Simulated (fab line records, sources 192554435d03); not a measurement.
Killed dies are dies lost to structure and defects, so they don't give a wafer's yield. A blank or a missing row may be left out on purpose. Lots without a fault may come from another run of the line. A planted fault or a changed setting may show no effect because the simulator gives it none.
A struck lot beside a sound one | flow n5_finfet | 15 steps out of a route of 1938
Sound: wafers L180.2, L180.3, L180.5. Struck: wafers L193.4, L193.5. (L193.3 of the same lot was not struck and is left out.) The cause comes at the end.
At each step with rows: each side's tool, then ch and its chambers, then its first start. Under that, the readings that differ: sound wafers | struck wafers | difference of the means | sigmas: that difference in standard deviations of wafers without a fault.
alike: readings whose means differ by less than 2 such deviations, and words and numbers that are the same on both sides. not compared: withheld readings, readings that some wafer has no value for, bounds like >300 that may hide the same value, and numbers for which the record gives no deviation and whose values overlap.
The two part at a step that has a row with sigmas, a row that says differs or no value, or rows on one side only. Numbers that don't overlap but have no deviation are shown without sigmas and don't part them. A reading that every wafer of one side lacks parts them only if that side has two wafers or more.

first, 2 steps without rows for these wafers: N5_BEOL_M12_DEVELOP_27 (develop time 45 s); N5_BEOL_M12_HARDBAKE_32 (time 120 s).
N5_BEOL_M12_CD_MEAS_28: target cd 160.2 nm.
  sound on cd_sem-01 ch 0, day 13 23:01; struck on cd_sem-01 ch 0, day 18 19:44
  alike: cd_nm
N5_BEOL_M12_OVL_MEAS_29:
  sound on overlay-01 ch 0, day 13 23:02; struck on overlay-02 ch 0, day 18 19:46
  alike: M12_OVL
N5_BEOL_M12_INSPECT_30: inspects for defects (macro).
  sound on defect_inspect-02, day 13 23:04; struck on defect_inspect-01, day 18 19:47
  alike: raw_defect_count
N5_BEOL_M12_DESCUM_33: chemistry O2, time 7.9 s.
  sound on rie_diel-03 ch 1,2,3, day 13 23:06; struck on rie_diel-03 ch 0,2, day 18 19:53
  reading               | sound          | struck    | difference | sigmas
  oes_product_au (a.u.) | 0.75 0.73 0.69 | 0.87 0.96 | +0.19      | +2
  alike: drypump_motor_current_A, o2_flow_sccm, rf_vpp_V, showerhead_plenum_p_Torr, throttle_valve_pct
  not compared: rf_hours_counter_h
N5_BEOL_M12_ETCH_67: etches SiARC in CF4, target depth 143 nm, time 238.3 s.
  sound on rie_diel-03 ch 1,2,3, day 13 23:08; struck on rie_diel-03 ch 0,2, day 18 19:56
  reading               | sound          | struck    | difference | sigmas
  oes_product_au (a.u.) | 0.64 0.64 0.59 | 0.76 0.82 | +0.17      | +2
  alike: drypump_motor_current_A, etch_rf_on_time_s, rf_vpp_V, showerhead_plenum_p_Torr, throttle_valve_pct
  not compared: rf_hours_counter_h
N5_BEOL_M12_ETCH_68: etches SOC in N2/H2, time 285 s.
  sound on rie_diel-03 ch 1,2,3, day 13 23:17; struck on rie_diel-03 ch 0,2, day 18 20:04
  reading               | sound          | struck    | difference | sigmas
  oes_product_au (a.u.) | 0.75 0.74 0.69 | 0.87 0.96 | +0.19      | +2
  alike: drypump_motor_current_A, h2_flow_sccm, rf_vpp_V, showerhead_plenum_p_Torr, throttle_valve_pct
  not compared: rf_hours_counter_h
then, 1 step without rows for these wafers: N5_BEOL_M12_STRIP_69 (strips in N2/H2).
N5_BEOL_M12_TRENCH_ETCH_34: etches SiOC in C4F8/O2/Ar, target depth 318.95 nm, time 125.5 s.
  sound on rie_diel-03 ch 1,2,3, day 13 23:28; struck on rie_diel-03 ch 0,2, day 18 20:15
  reading               | sound          | struck    | difference | sigmas
  oes_product_au (a.u.) | 0.75 0.74 0.70 | 0.86 0.95 | +0.18      | +2
  alike: drypump_motor_current_A, he_inner_torr, rf_vpp_V, showerhead_plenum_p_Torr, throttle_valve_pct
  not compared: rf_hours_counter_h
then, 1 step without rows for these wafers: N5_BEOL_M12_STRIP_70 (strips in C4F8/O2/Ar).
N5_BEOL_M12_OCD_MEAS_35:
  sound on ocd-01, day 13 23:37; struck on ocd-01, day 18 20:25
  reading              | sound       | struck  | difference | sigmas
  trench_depth_nm (nm) | 305 309 304 | 325 323 | +18        | +3
N5_BEOL_M12_STRIP_37: strips in N2/H2.
  sound on plasma_asher-01 ch 0,1, day 13 23:39; struck on plasma_asher-01 ch 1, day 18 20:28
  reading             | sound          | struck    | difference | sigmas
  h2_flow_sccm (sccm) | 3238 3246 3253 | 3556 3570 | +317       | +29
  alike: drypump_motor_current_A, heater_power_w, oes_product_au
  not compared: rf_hours_counter_h
N5_BEOL_M12_ETCH_38: etches SiCN in CF4/N2, target depth 68.7 nm, time 73.4 s.
  sound on rie_diel-03 ch 1,2, day 14 01:26; struck on rie_diel-04 ch 0,2, day 18 20:35
  alike: drypump_motor_current_A, oes_product_au, rf_vpp_V, showerhead_plenum_p_Torr, throttle_valve_pct
  not compared: rf_hours_counter_h
N5_PASSIVATION_PROBE_49:
  the record has rows for the struck wafers here (prober-01, day 20 12:05) and none for the sound ones

WHERE THEY PART
First at N5_BEOL_M12_DESCUM_33; last, within this record, at N5_PASSIVATION_PROBE_49.

WHY: what the simulator had put in
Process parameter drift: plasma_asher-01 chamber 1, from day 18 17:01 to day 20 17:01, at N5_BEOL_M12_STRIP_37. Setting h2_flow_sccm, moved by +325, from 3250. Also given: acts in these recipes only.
